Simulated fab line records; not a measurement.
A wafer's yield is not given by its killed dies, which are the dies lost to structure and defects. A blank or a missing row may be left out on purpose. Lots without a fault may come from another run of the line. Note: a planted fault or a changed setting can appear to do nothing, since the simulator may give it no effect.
fab line records	flow n5-finfet
record lots=24	wafers=72	last-day=17
route steps=1938 shown BEOL_M2@854
lots that met no fault: taken from a fault-free run of the same line
start-h: hours from the record's first day to the start of the lot's first wafer shown	wait-h: how many hours have passed since the lot's step before this one	" the same as in the row above	L1.1+2: several wafers, shown together as one row	- value missing, or start not given	* or withheld: withheld	< > ~ a bound
route shown NAME@n: NAME is a module with steps in the file, n the number in the route of the first one	usual: the fault-free wafers' mean and standard deviation	same: alike in all rows	chamber/n: place in a boat	sites: readings site by site	_std_site: the standard deviation of these	_edge_site: inner sites' mean taken away from outer sites' mean	radius-mm: for every site, how far away it sits from the centre of the wafer	mask NAME#n: copy n	behind: the last tool/chamber to shape the wafer	hold: reason for holding the lot/hours on hold/outcome of the hold	device: transistor that didn't switch, given as n, p or np	end of line: tests run on the same wafers once the route is complete	step lacking rows: just its recipe	killed: at the first sort, the dies lost to defects and structure; wafer yield is something else	map: a wafer's dies, marking killed ones x, the rest . and places with no die _
set.NAME: the setting that was run; set.NAME@STEP: the one run at that earlier step	model.NAME: the simulator's own value behind a step, which no gauge read
steps of the route over a sample of lots; a table a step, a row a wafer
services: when a tool's chamber went out of use (start-h, in hours from the record's first day, below 0 if earlier), for how many hours, and the reason
## steps
# step N5_BEOL_M2_CD_MEAS_11
# recipe target-cd-nm=16.79	landing-energy-ev=500	detector=se-inlens	polarity=opening
# usual cd-nm=16.82/0.23
lot.wafer	tool	chamber	start-h	wait-h	cd-nm
L074.1	cd-sem-03	0	137.72	-	17.03
L074.2	"	0	"	"	17.06
L074.3	"	0	"	"	16.75
L075.2	cd-sem-02	0	141.31	-	16.57
L075.5	"	0	"	"	16.83
L075.6	"	0	"	"	16.44
L076.3	cd-sem-02	0	144.62	-	16.72
L076.4	"	0	"	"	16.67
L076.5	"	0	"	"	16.43
L077.3	cd-sem-02	0	152.22	-	16.86
L077.5	"	0	"	"	16.31
L077.6	"	0	"	"	16.78
L078.2	cd-sem-02	0	165.57	-	16.84
L078.3	"	0	"	"	16.81
L078.4	"	0	"	"	16.76
L079.1	cd-sem-02	0	167.11	-	17.34
L079.3	"	0	"	"	16.78
L079.4	"	0	"	"	17.38
L080.2	cd-sem-03	0	173.59	-	16.83
L080.4	"	0	"	"	16.24
L080.6	"	0	"	"	16.56
L081.2	cd-sem-02	0	177.76	-	16.93
L081.5	"	0	"	"	16.85
L081.6	"	0	"	"	16.58
L082.1	cd-sem-02	0	183.60	-	16.90
L082.4	"	0	"	"	17.02
L082.5	"	0	"	"	16.90
L083.1	cd-sem-01	0	194.95	-	17.07
L083.4	"	0	"	"	17.06
L083.6	"	0	"	"	16.48
L084.1	cd-sem-02	0	196.26	-	16.99
L084.3	"	0	"	"	16.89
L084.4	"	0	"	"	17.10
L085.3	cd-sem-03	0	200.56	-	16.99
L085.5	"	0	"	"	16.89
L085.6	"	0	"	"	16.50
L086.1	cd-sem-02	0	208.54	-	17.08
L086.2	"	0	"	"	16.76
L086.4	"	0	"	"	16.92
L087.1	cd-sem-03	0	212.44	-	16.61
L087.3	"	0	"	"	16.87
L087.6	"	0	"	"	16.88
L088.1	cd-sem-01	0	230.46	-	16.66
L088.2	"	0	"	"	16.66
L088.4	"	0	"	"	16.92
L090.3	cd-sem-03	0	232.39	-	17.01
L090.4	"	0	"	"	17.14
L090.6	"	0	"	"	17.19
L089.1	cd-sem-02	0	233.70	-	17.00
L089.2	"	0	"	"	16.66
L089.4	"	0	"	"	17.19
L091.2	cd-sem-02	0	236.97	-	16.54
L091.3	"	0	"	"	17.25
L091.5	"	0	"	"	16.47
L092.2	cd-sem-01	0	241.03	-	16.86
L092.3	"	0	"	"	16.66
L092.4	"	0	"	"	16.95
L093.4	cd-sem-02	0	251.25	-	16.81
L093.5	"	0	"	"	16.73
L093.6	"	0	"	"	16.93
L094.1	cd-sem-02	0	258.06	-	17.05
L094.3	"	0	"	"	17.10
L094.5	"	0	"	"	17.11
L095.3	cd-sem-03	0	261.34	-	16.93
L095.4	"	0	"	"	16.57
L095.5	"	0	"	"	16.49
L096.3	cd-sem-03	0	270.90	-	16.44
L096.5	"	0	"	"	16.78
L096.6	"	0	"	"	16.79
L097.1	cd-sem-02	0	274.09	-	16.60
L097.3	"	0	"	"	16.62
L097.5	"	0	"	"	16.29
# step N5_BEOL_M2_INSPECT_13
# recipe mode=adi	inspect-instrument=brightfield
# usual raw-defect-count=410/100
lot.wafer	tool	chamber	start-h	wait-h	raw-defect-count
L074.1	defect-inspect-01	-	137.81	0.1	449
L074.2	"	-	"	"	423
L074.3	"	-	"	"	401
L075.2	defect-inspect-01	-	141.40	0.0	276
L075.5	"	-	"	"	239
L075.6	"	-	"	"	299
L076.3	defect-inspect-01	-	144.71	0.0	372
L076.4	"	-	"	"	451
L076.5	"	-	"	"	505
L077.3	defect-inspect-02	-	152.31	0.0	456
L077.5	"	-	"	"	415
L077.6	"	-	"	"	650
L078.2	defect-inspect-01	-	165.66	0.0	322
L078.3	"	-	"	"	279
L078.4	"	-	"	"	320
L079.1	defect-inspect-01	-	167.20	0.1	320
L079.3	"	-	"	"	439
L079.4	"	-	"	"	462
L080.2	defect-inspect-01	-	173.68	0.0	392
L080.4	"	-	"	"	414
L080.6	"	-	"	"	408
L081.2	defect-inspect-02	-	177.85	0.0	458
L081.5	"	-	"	"	495
L081.6	"	-	"	"	641
L082.1	defect-inspect-01	-	183.69	0.1	389
L082.4	"	-	"	"	454
L082.5	"	-	"	"	492
L083.1	defect-inspect-01	-	195.03	0.1	736
L083.4	"	-	"	"	626
L083.6	"	-	"	"	677
L084.1	defect-inspect-01	-	196.35	0.1	470
L084.3	"	-	"	"	534
L084.4	"	-	"	"	463
L085.3	defect-inspect-01	-	200.65	0.0	346
L085.5	"	-	"	"	244
L085.6	"	-	"	"	307
L086.1	defect-inspect-01	-	208.63	0.1	326
L086.2	"	-	"	"	392
L086.4	"	-	"	"	506
L087.1	defect-inspect-01	-	212.53	0.1	407
L087.3	"	-	"	"	355
L087.6	"	-	"	"	336
L088.1	defect-inspect-02	-	230.55	0.1	537
L088.2	"	-	"	"	544
L088.4	"	-	"	"	427
L090.3	defect-inspect-02	-	232.47	0.0	341
L090.4	"	-	"	"	396
L090.6	"	-	"	"	488
L089.1	defect-inspect-02	-	233.79	0.1	255
L089.2	"	-	"	"	407
L089.4	"	-	"	"	248
L091.2	defect-inspect-01	-	237.06	0.0	303
L091.3	"	-	"	"	311
L091.5	"	-	"	"	283
L092.2	defect-inspect-01	-	241.12	0.0	459
L092.3	"	-	"	"	461
L092.4	"	-	"	"	488
L093.4	defect-inspect-01	-	251.33	0.0	304
L093.5	"	-	"	"	356
L093.6	"	-	"	"	386
L094.1	defect-inspect-01	-	258.15	0.1	270
L094.3	"	-	"	"	465
L094.5	"	-	"	"	503
L095.3	defect-inspect-01	-	261.43	0.0	294
L095.4	"	-	"	"	441
L095.5	"	-	"	"	318
L096.3	defect-inspect-02	-	270.99	0.0	318
L096.5	"	-	"	"	467
L096.6	"	-	"	"	416
L097.1	defect-inspect-01	-	274.18	0.1	295
L097.3	"	-	"	"	313
L097.5	"	-	"	"	247
# step N5_BEOL_M2_ETCH_64
# recipe chemistry=N2/H2	target=SOC	target-depth-a=750	overetch-a=225	mask-material=SiARC	temp-c=40	time-s=121.9	ion-energy-ev=200	pressure-mtorr=30	source-w=840	bias-w=150	n2-flow-sccm=200	h2-flow-sccm=200
# usual drypump-motor-current-A=5.8/0.44	h2-flow-sccm=200.0/0.6	oes-product-au=0.62/0.064	rf-vpp-V=524.3/2.4	showerhead-plenum-p-Torr=2.55/0.079	throttle-valve-pct=17.71/0.19
lot.wafer	tool	chamber	start-h	wait-h	drypump-motor-current-A	h2-flow-sccm	oes-product-au	rf-hours-counter-h	rf-vpp-V	showerhead-plenum-p-Torr	throttle-valve-pct
L074.1	rie-diel-03	2	137.92	0.0	4.7	199.9	0.53	258	523.7	2.49	17.98
L074.2	"	0	"	"	5.7	200.2	0.51	265	522.0	2.50	18.15
L074.3	"	3	"	"	6.1	199.8	0.66	44	525.4	2.58	17.70
L075.2	rie-diel-02	2	141.68	0.0	5.9	200.3	0.57	156	519.7	2.45	17.97
L075.5	"	3	"	"	6.3	199.3	0.55	-	528.1	2.64	17.62
L075.6	"	0	"	"	5.9	200.5	0.68	-	524.8	2.58	17.59
L076.3	rie-diel-04	0	144.82	0.0	5.5	200.6	0.71	14	527.8	2.69	17.33
L076.4	"	3	"	"	5.5	200.3	0.65	49	520.5	2.47	17.61
L076.5	"	1	"	"	5.7	200.6	0.58	-	525.5	2.64	17.77
L077.3	rie-diel-04	2	152.42	0.0	6.3	198.7	0.53	230	523.8	2.51	17.94
L077.5	"	2	"	"	6.2	199.3	0.54	-	524.0	2.51	17.93
L077.6	"	1	"	"	5.7	198.6	0.57	-	527.5	2.64	17.79
L078.2	rie-diel-03	3	165.78	0.0	6.1	200.7	0.65	56	524.3	2.58	17.71
L078.3	"	2	"	"	4.8	199.9	0.52	270	520.8	2.48	17.99
L078.4	"	1	"	"	6.2	199.9	0.70	-	525.7	2.61	17.75
L079.1	rie-diel-03	1	167.31	0.0	6.3	198.5	0.70	12	525.8	2.61	17.78
L079.3	"	2	"	"	4.8	200.9	0.52	271	521.5	2.48	17.98
L079.4	"	2	"	"	4.8	200.6	0.52	-	522.5	2.49	18.02
L080.2	rie-diel-04	2	173.88	0.0	6.3	200.0	0.54	237	522.0	2.51	17.95
L080.4	"	1	"	"	5.7	199.8	0.57	174	526.6	2.64	17.79
L080.6	"	3	"	"	5.5	200.4	0.63	-	521.6	2.47	17.64
L081.2	rie-diel-04	0	177.96	0.0	5.5	200.0	0.69	23	528.6	2.69	17.34
L081.5	"	2	"	"	6.3	200.1	0.53	-	523.6	2.51	17.96
L081.6	"	3	"	"	5.6	199.8	0.63	-	520.5	2.47	17.61
L082.1	rie-diel-03	0	183.80	0.0	5.8	199.1	0.71	7	521.0	2.49	17.70
L082.4	"	1	"	"	6.3	199.0	0.69	-	524.3	2.61	17.78
L082.5	"	0	"	"	5.8	201.0	0.71	-	522.2	2.49	17.69
L083.1	rie-diel-04	3	195.15	0.0	5.5	199.7	0.62	65	520.8	2.47	17.66
L083.4	"	1	"	"	5.7	200.6	0.57	182	527.9	2.64	17.81
L083.6	"	1	"	"	5.7	200.5	0.57	-	525.8	2.64	17.81
L084.1	rie-diel-02	0	196.48	0.0	5.9	200.6	0.67	58	524.0	2.57	17.64
L084.3	"	3	"	"	6.3	199.9	0.54	206	525.3	2.63	17.64
L084.4	"	2	"	"	5.9	199.3	0.56	177	520.8	2.44	18.00
L085.3	rie-diel-03	1	200.76	0.0	6.3	200.3	0.68	26	525.5	2.60	17.78
L085.5	"	3	"	"	6.1	199.2	0.64	-	525.6	2.57	17.73
L085.6	"	2	"	"	4.8	200.6	0.71	-	521.8	2.48	17.48
L086.1	rie-diel-03	0	208.74	0.0	5.8	200.6	0.69	16	522.5	2.49	17.71
L086.2	"	1	"	"	6.2	200.1	0.67	29	525.6	2.60	17.81
L086.4	"	3	"	"	6.1	199.4	0.63	73	525.4	2.57	17.73
L087.1	rie-diel-04	0	212.65	0.0	5.6	200.9	0.66	37	528.0	2.68	17.37
L087.3	"	3	"	"	5.5	200.0	0.62	73	521.3	2.47	17.64
L087.6	"	0	"	"	5.6	200.7	0.67	-	526.8	2.68	17.37
L088.1	rie-diel-04	0	230.84	0.0	5.5	200.5	0.66	45	528.6	2.68	17.38
L088.2	"	1	"	"	5.7	200.3	0.56	190	526.2	2.63	17.84
L088.4	"	0	"	"	5.5	200.4	0.66	-	527.3	2.68	17.38
L090.3	rie-diel-02	0	234.26	0.0	5.9	199.9	0.65	73	523.7	2.56	17.67
L090.4	"	2	"	"	5.9	199.1	0.55	-	520.3	2.44	18.03
L090.6	"	0	"	"	5.9	200.8	0.64	-	523.6	2.56	17.65
L089.1	rie-diel-02	0	235.31	0.0	5.9	199.1	0.65	74	524.2	2.56	17.66
L089.2	"	3	"	"	6.3	199.4	0.53	221	526.2	2.63	17.68
L089.4	"	0	"	"	5.9	200.6	0.64	-	525.1	2.56	17.66
L091.2	rie-diel-03	0	239.96	0.0	5.8	200.1	0.69	22	522.4	2.49	17.73
L091.3	"	3	"	"	6.1	200.3	0.63	78	525.0	2.57	17.74
L091.5	"	0	"	"	5.8	199.6	0.68	-	522.1	2.49	17.73
L092.2	rie-diel-04	0	241.95	0.0	5.5	200.4	0.66	52	527.0	2.68	17.38
L092.3	"	2	"	"	6.2	200.5	0.77	1	523.9	2.50	17.53
L092.4	"	0	"	"	5.5	200.4	0.65	-	526.8	2.68	17.39
L093.4	rie-diel-03	1	251.52	0.0	6.2	200.2	0.65	38	525.7	2.60	17.82
L093.5	"	3	"	"	6.1	199.8	0.62	-	525.1	2.57	17.74
L093.6	"	2	"	"	4.8	200.1	0.69	-	522.6	2.48	17.52
L094.1	rie-diel-04	1	258.29	0.0	5.7	201.0	0.55	204	526.7	2.63	17.86
L094.3	"	0	"	"	5.5	199.3	0.64	58	527.4	2.67	17.39
L094.5	"	0	"	"	5.5	199.9	0.65	-	527.0	2.67	17.39
L095.3	rie-diel-03	3	261.76	0.0	6.1	200.4	0.62	86	524.0	2.57	17.73
L095.4	"	0	"	"	5.8	200.6	0.67	30	522.5	2.48	17.74
L095.5	"	3	"	"	6.1	200.0	0.62	-	525.6	2.57	17.76
L096.3	rie-diel-03	0	271.10	0.0	5.8	200.6	0.67	33	522.3	2.48	17.73
L096.5	"	0	"	"	5.8	200.4	0.66	-	521.2	2.48	17.74
L096.6	"	3	"	"	6.1	199.0	0.62	-	526.2	2.56	17.76
L097.1	rie-diel-04	2	274.30	0.0	6.3	199.4	0.72	13	524.6	2.49	17.55
L097.3	"	1	"	"	5.7	201.0	0.55	210	527.6	2.62	17.87
L097.5	"	0	"	"	5.6	199.9	0.63	-	527.7	2.67	17.40
# step N5_BEOL_M2_STRIP_36
# recipe chemistry=N2/H2	power-w=450	temp-c=40	pressure-mtorr=20	rf-frequency-hz=6e+07	overash-fraction=0.3	bias-power-w=7	h2-frac=0.5	n2-flow-sccm=200	h2-flow-sccm=200
# usual drypump-motor-current-A=5.8/0.38	h2-flow-sccm=200.0/0.6	oes-product-au=0.81/0.09	rf-vpp-V=59.4/1.4	showerhead-plenum-p-Torr=2.56/0.088	throttle-valve-pct=23.54/0.23
lot.wafer	tool	chamber	start-h	wait-h	drypump-motor-current-A	h2-flow-sccm	oes-product-au	rf-hours-counter-h	rf-vpp-V	showerhead-plenum-p-Torr	throttle-valve-pct
L074.1	rie-diel-04	3	140.37	0.0	5.5	199.4	0.84	47	60.1	2.47	23.53
L074.2	"	2	"	"	6.3	200.0	0.73	225	57.6	2.51	23.67
L074.3	"	0	"	"	5.5	200.7	0.94	12	60.8	2.69	23.13
L075.2	rie-diel-03	3	143.81	0.0	6.1	200.4	0.88	48	57.0	2.58	23.49
L075.5	"	2	"	"	4.8	199.7	0.70	-	58.9	2.48	23.67
L075.6	"	3	"	"	6.1	199.0	0.88	-	59.1	2.58	23.51
L076.3	rie-diel-02	3	146.75	0.0	6.3	200.9	0.74	189	61.2	2.64	23.35
L076.4	"	1	"	"	5.6	200.2	0.69	226	60.8	2.40	23.39
L076.5	"	0	"	"	5.9	200.6	0.92	-	57.8	2.57	23.58
L077.3	rie-diel-03	2	154.35	0.0	4.8	200.6	0.68	266	61.6	2.48	23.68
L077.5	"	2	"	"	4.8	200.4	0.67	-	59.0	2.48	23.67
L077.6	"	3	"	"	6.1	200.0	0.88	-	61.5	2.58	23.52
L078.2	rie-diel-03	1	169.06	0.0	6.3	199.9	0.90	13	59.3	2.60	23.78
L078.3	"	0	"	"	5.7	200.0	0.99	0	60.5	2.49	23.78
L078.4	"	0	"	"	5.7	200.2	1.00	-	60.7	2.49	23.77
L079.1	rie-diel-04	3	170.00	0.0	5.5	200.2	0.83	56	58.7	2.47	23.53
L079.3	"	1	"	"	5.7	199.7	0.74	173	58.1	2.64	23.69
L079.4	"	2	"	"	6.3	201.3	0.69	235	58.9	2.50	23.73
L080.2	rie-diel-04	3	176.60	0.0	5.6	200.3	0.82	58	56.7	2.47	23.52
L080.4	"	0	"	"	5.5	200.3	0.92	23	60.6	2.69	23.15
L080.6	"	3	"	"	5.5	199.7	0.82	-	59.8	2.47	23.53
L081.2	rie-diel-02	0	179.59	0.0	5.9	200.2	0.90	53	57.9	2.57	23.59
L081.5	"	2	"	"	5.9	201.5	0.73	-	58.6	2.44	23.86
L081.6	"	1	"	"	5.6	201.0	0.68	-	57.4	2.39	23.40
L082.1	rie-diel-02	1	188.85	0.0	5.6	199.5	0.67	241	58.6	2.39	23.41
L082.4	"	0	"	"	5.9	200.4	0.89	55	61.4	2.57	23.55
L082.5	"	3	"	"	6.3	199.1	0.72	-	60.5	2.63	23.37
L083.1	rie-diel-04	1	196.75	0.0	5.7	200.5	0.75	182	61.8	2.63	23.71
L083.4	"	2	"	"	6.3	200.1	0.70	246	58.1	2.50	23.75
L083.6	"	2	"	"	6.3	200.9	0.69	-	56.8	2.50	23.76
L084.1	rie-diel-02	1	197.86	0.0	5.6	199.5	0.68	243	60.3	2.39	23.45
L084.3	"	0	"	"	5.9	200.4	0.89	58	59.2	2.57	23.60
L084.4	"	2	"	"	5.9	201.0	0.73	177	59.4	2.44	23.86
L085.3	rie-diel-04	3	202.11	0.0	5.6	200.7	0.82	67	60.0	2.46	23.51
L085.5	"	0	"	"	5.5	199.5	0.90	-	61.1	2.68	23.12
L085.6	"	2	"	"	6.3	199.2	0.71	-	60.0	2.50	23.74
L086.1	rie-diel-04	3	212.07	0.0	5.5	199.8	0.80	73	59.3	2.46	23.52
L086.2	"	0	"	"	5.5	198.7	0.89	37	58.3	2.68	23.17
L086.4	"	3	"	"	5.5	199.3	0.80	-	59.3	2.46	23.55
L087.1	rie-diel-04	1	232.47	0.0	5.7	200.8	0.73	191	59.4	2.63	23.70
L087.3	"	0	"	"	5.6	199.6	0.86	46	58.9	2.68	23.14
L087.6	"	3	"	"	5.6	199.7	0.79	-	58.4	2.46	23.53
L088.1	rie-diel-04	3	236.39	0.0	5.5	201.0	0.80	84	59.7	2.46	23.55
L088.2	"	1	"	"	5.7	199.6	0.74	194	59.9	2.63	23.70
L088.4	"	0	"	"	5.5	200.2	0.87	-	59.9	2.67	23.16
L090.3	rie-diel-03	3	240.32	0.0	6.1	199.4	0.83	78	59.8	2.56	23.52
L090.4	"	2	"	"	4.8	199.6	0.92	11	57.1	2.48	23.25
L090.6	"	0	"	"	5.8	199.9	0.92	-	58.4	2.48	23.81
L092.2	rie-diel-02	0	247.57	0.0	5.9	200.6	0.85	80	59.4	2.56	23.61
L092.3	"	2	"	"	5.9	198.6	0.72	194	62.7	2.43	23.90
L092.4	"	1	"	"	5.6	199.8	0.96	2	58.1	2.71	23.12
L089.1	rie-diel-02	2	247.94	0.0	5.9	200.1	0.72	194	57.7	2.43	23.86
L089.2	"	0	"	"	5.9	199.2	0.85	81	59.6	2.56	23.58
L089.4	"	1	"	"	5.6	200.8	0.97	2	60.5	2.71	23.09
L091.2	rie-diel-02	3	248.66	0.0	6.3	199.8	0.69	228	58.2	2.62	23.40
L091.3	"	2	"	"	5.9	200.6	0.72	194	58.6	2.43	23.86
L091.5	"	0	"	"	5.9	199.6	0.86	-	57.3	2.56	23.63
L093.4	rie-diel-03	2	255.48	0.0	4.8	199.2	0.89	17	58.1	2.47	23.29
L093.5	"	1	"	"	6.2	199.9	0.84	-	61.9	2.59	23.80
L093.6	"	2	"	"	4.8	200.6	0.89	-	60.9	2.47	23.25
L094.1	rie-diel-02	3	262.89	0.0	6.3	199.8	0.69	234	59.1	2.62	23.43
L094.3	"	2	"	"	5.9	199.7	0.71	199	59.2	2.43	23.91
L094.5	"	2	"	"	5.9	200.0	0.70	-	59.7	2.43	23.89
L095.3	rie-diel-04	1	269.57	0.0	5.7	200.1	0.72	209	58.8	2.62	23.73
L095.4	"	2	"	"	6.3	200.2	0.94	12	59.4	2.49	23.38
L095.5	"	3	"	"	5.6	200.1	0.78	-	58.7	2.45	23.59
L096.3	rie-diel-02	1	278.55	0.0	5.6	199.6	0.93	12	60.2	2.70	23.12
L096.5	"	0	"	"	5.9	200.1	0.85	-	57.5	2.55	23.64
L096.6	"	1	"	"	5.6	199.5	0.92	-	58.2	2.70	23.10
L097.1	rie-diel-03	2	285.75	0.0	4.8	200.6	0.86	26	59.7	2.47	23.28
L097.3	"	0	"	"	5.8	201.3	0.87	38	60.0	2.48	23.84
L097.5	"	3	"	"	6.1	199.3	0.81	-	58.4	2.56	23.55
# step N5_BEOL_M2_ANNEAL_80
# recipe temp-c=400	time-s=240	ambient=vacuum
# usual heater-power-w=825/80
lot.wafer	tool	chamber	start-h	wait-h	heater-power-w
L074.1	pvd-sputter-02	-	142.04	0.0	880
L074.2	"	-	"	"	730
L074.3	"	-	"	"	750
L075.2	pvd-sputter-01	-	145.71	0.0	811
L075.5	"	-	"	"	851
L075.6	"	-	"	"	833
L076.3	pvd-sputter-02	-	149.47	0.0	903
L076.4	"	-	"	"	802
L076.5	"	-	"	"	719
L077.3	pvd-sputter-01	-	155.67	0.0	845
L077.5	"	-	"	"	777
L077.6	"	-	"	"	833
L078.2	pvd-sputter-03	-	170.93	0.0	755
L078.3	"	-	"	"	790
L078.4	"	-	"	"	799
L079.1	pvd-sputter-01	-	171.85	0.0	841
L079.3	"	-	"	"	885
L079.4	"	-	"	"	780
L080.2	pvd-sputter-01	-	179.70	0.0	760
L080.4	"	-	"	"	835
L080.6	"	-	"	"	773
L081.2	pvd-sputter-01	-	181.62	0.0	767
L081.5	"	-	"	"	756
L081.6	"	-	"	"	862
L082.1	pvd-sputter-03	-	190.52	0.0	790
L082.4	"	-	"	"	1042
L082.5	"	-	"	"	1034
L083.1	pvd-sputter-03	-	198.60	0.0	787
L083.4	"	-	"	"	787
L083.6	"	-	"	"	753
L084.1	pvd-sputter-03	-	200.78	0.0	776
L084.3	"	-	"	"	1043
L084.4	"	-	"	"	784
L085.3	pvd-sputter-01	-	203.36	0.0	768
L085.5	"	-	"	"	861
L085.6	"	-	"	"	855
L086.1	pvd-sputter-02	-	215.84	0.0	747
L086.2	"	-	"	"	806
L086.4	"	-	"	"	908
L087.1	pvd-sputter-01	-	233.83	0.0	778
L087.3	"	-	"	"	839
L087.6	"	-	"	"	831
L088.1	pvd-sputter-02	-	237.75	0.0	736
L088.2	"	-	"	"	887
L088.4	"	-	"	"	717
L090.3	pvd-sputter-03	-	242.39	0.0	1032
L090.4	"	-	"	"	763
L090.6	"	-	"	"	783
L092.2	pvd-sputter-03	-	249.04	0.0	1013
L092.3	"	-	"	"	789
L092.4	"	-	"	"	782
L089.1	pvd-sputter-02	-	249.63	0.0	724
L089.2	"	-	"	"	923
L089.4	"	-	"	"	745
L091.2	pvd-sputter-01	-	251.20	0.0	820
L091.3	"	-	"	"	776
L091.5	"	-	"	"	789
L093.4	pvd-sputter-01	-	257.51	0.0	851
L093.5	"	-	"	"	839
L093.6	"	-	"	"	751
L094.1	pvd-sputter-01	-	264.93	0.0	837
L094.3	"	-	"	"	791
L094.5	"	-	"	"	822
L095.3	pvd-sputter-01	-	272.03	0.0	834
L095.4	"	-	"	"	815
L095.5	"	-	"	"	766
L096.3	pvd-sputter-01	-	280.92	0.0	829
L096.5	"	-	"	"	857
L096.6	"	-	"	"	842
L097.1	pvd-sputter-03	-	287.39	0.0	775
L097.3	"	-	"	"	1042
L097.5	"	-	"	"	1013
# step N5_BEOL_M2_ANNEAL_82
# recipe temp-c=400	time-s=240	ambient=vacuum
# usual heater-power-w=826/84
lot.wafer	tool	chamber	start-h	wait-h	heater-power-w
L074.1	pvd-sputter-02	-	142.26	0.0	904
L074.2	"	-	"	"	731
L074.3	"	-	"	"	736
L075.2	pvd-sputter-01	-	145.93	0.0	827
L075.5	"	-	"	"	842
L075.6	"	-	"	"	873
L076.3	pvd-sputter-02	-	149.69	0.0	908
L076.4	"	-	"	"	778
L076.5	"	-	"	"	739
L077.3	pvd-sputter-01	-	155.89	0.0	842
L077.5	"	-	"	"	773
L077.6	"	-	"	"	855
L078.2	pvd-sputter-03	-	171.15	0.0	770
L078.3	"	-	"	"	775
L078.4	"	-	"	"	770
L079.1	pvd-sputter-01	-	172.07	0.0	825
L079.3	"	-	"	"	876
L079.4	"	-	"	"	775
L080.2	pvd-sputter-01	-	179.92	0.0	764
L080.4	"	-	"	"	806
L080.6	"	-	"	"	760
L081.2	pvd-sputter-01	-	181.84	0.0	772
L081.5	"	-	"	"	760
L081.6	"	-	"	"	859
L082.1	pvd-sputter-03	-	190.74	0.0	761
L082.4	"	-	"	"	1062
L082.5	"	-	"	"	1039
L083.1	pvd-sputter-03	-	198.82	0.0	799
L083.4	"	-	"	"	765
L083.6	"	-	"	"	754
L084.1	pvd-sputter-03	-	201.00	0.0	792
L084.3	"	-	"	"	1012
L084.4	"	-	"	"	777
L085.3	pvd-sputter-01	-	203.58	0.0	782
L085.5	"	-	"	"	848
L085.6	"	-	"	"	816
L086.1	pvd-sputter-02	-	216.06	0.0	724
L086.2	"	-	"	"	796
L086.4	"	-	"	"	893
L087.1	pvd-sputter-01	-	234.05	0.0	753
L087.3	"	-	"	"	839
L087.6	"	-	"	"	829
L088.1	pvd-sputter-02	-	237.97	0.0	738
L088.2	"	-	"	"	903
L088.4	"	-	"	"	726
L090.3	pvd-sputter-03	-	242.61	0.0	1067
L090.4	"	-	"	"	756
L090.6	"	-	"	"	766
L092.2	pvd-sputter-03	-	249.26	0.0	1066
L092.3	"	-	"	"	768
L092.4	"	-	"	"	771
L089.1	pvd-sputter-02	-	249.85	0.0	736
L089.2	"	-	"	"	915
L089.4	"	-	"	"	726
L091.2	pvd-sputter-01	-	251.42	0.0	833
L091.3	"	-	"	"	763
L091.5	"	-	"	"	767
L093.4	pvd-sputter-01	-	257.73	0.0	869
L093.5	"	-	"	"	886
L093.6	"	-	"	"	766
L094.1	pvd-sputter-01	-	265.15	0.0	853
L094.3	"	-	"	"	775
L094.5	"	-	"	"	824
L095.3	pvd-sputter-01	-	272.25	0.0	854
L095.4	"	-	"	"	855
L095.5	"	-	"	"	768
L096.3	pvd-sputter-01	-	281.14	0.0	832
L096.5	"	-	"	"	844
L096.6	"	-	"	"	838
L097.1	pvd-sputter-03	-	287.61	0.0	763
L097.3	"	-	"	"	1018
L097.5	"	-	"	"	1054
## services
tool	chamber	start-h	hours	kind
rie-diel-02	3	117.67	8.6	repair
rie-diel-04	-	122.84	15.6	pm
rie-diel-03	0	138.96	-	clean
rie-diel-03	0	138.96	-	consumable-replace:focus-ring
rie-diel-03	2	168.82	-	clean
rie-diel-03	2	168.82	-	consumable-replace:focus-ring
rie-diel-03	2	168.82	20.2	scheduled-down
rie-diel-03	2	168.82	20.2	vent-cycle
pvd-sputter-02	-	200.34	4.0	repair
rie-diel-03	-	212.07	0.1	repair
rie-diel-04	2	216.41	-	clean
rie-diel-04	2	216.41	-	consumable-replace:focus-ring
rie-diel-04	2	216.41	23.9	scheduled-down
rie-diel-04	2	216.41	23.9	vent-cycle
rie-diel-02	1	219.16	-	clean
rie-diel-02	1	219.16	-	consumable-replace:focus-ring
rie-diel-02	1	219.16	-	consumable-replace:showerhead
rie-diel-02	1	219.16	21.4	scheduled-down
rie-diel-02	1	219.16	21.4	vent-cycle
rie-diel-03	-	223.88	15.6	pm
rie-diel-04	3	238.86	7.2	repair
## key
fault none
